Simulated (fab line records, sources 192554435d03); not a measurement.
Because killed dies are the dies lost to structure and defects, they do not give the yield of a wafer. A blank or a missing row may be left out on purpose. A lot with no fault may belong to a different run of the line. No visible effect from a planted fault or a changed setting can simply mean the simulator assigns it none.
Matching of chambers | flow n5_finfet | 4 sister chambers for N5_MOL_CONTACT_COAG_ETCHBACK_132 on rie_diel-02
The step etches SiO2 in CHF3, target depth 10 nm, time 6.7 s. 4 wafers are shown with their chamber, then 8 later ones without.

## WAFERS, EACH WITH ITS CHAMBER
wafer  | chamber | throttle_valve_pct (%)
L081.3 | 2       | 18.77
L081.5 | 1       | 18.19
L083.5 | 0       | 18.48
L089.1 | 3       | 18.97

## WAFERS WHOSE CHAMBER IS MISSING
wafer  | throttle_valve_pct (%)
L089.4 | 18.52
L089.5 | 18.50
L093.3 | 18.26
L093.4 | 18.50
L093.6 | 18.98
L097.3 | 18.99
L097.5 | 18.97
L097.6 | 18.82

## WHICH CHAMBER EACH WENT THROUGH
wafer  | from the rows above | in truth
L089.4 | 0                   | 0
L089.5 | 0                   | 0
L093.3 | 1                   | 1
L093.4 | 0                   | 0
L093.6 | 3                   | 3
L097.3 | 3                   | 3
L097.5 | 3                   | 3
L097.6 | 2                   | 2
Correctly placed: 8 of 8. Can't be placed from these rows: 0. Number placed wrongly: 0.
How it was worked out, from the rows above alone: a wafer's distance from a chamber is the root of the sum, over the readings, of the square of ((its reading less the chamber's mean) divided by the reading's scatter). The wafer belongs to the nearest chamber; if the next one is less than 2 further off, it can't be placed. For every chamber, the mean is computed from those of its wafers that are shown. The scatter: root of mean squared gap, hidden wafer to nearest shown wafer, with one shown wafer a chamber.
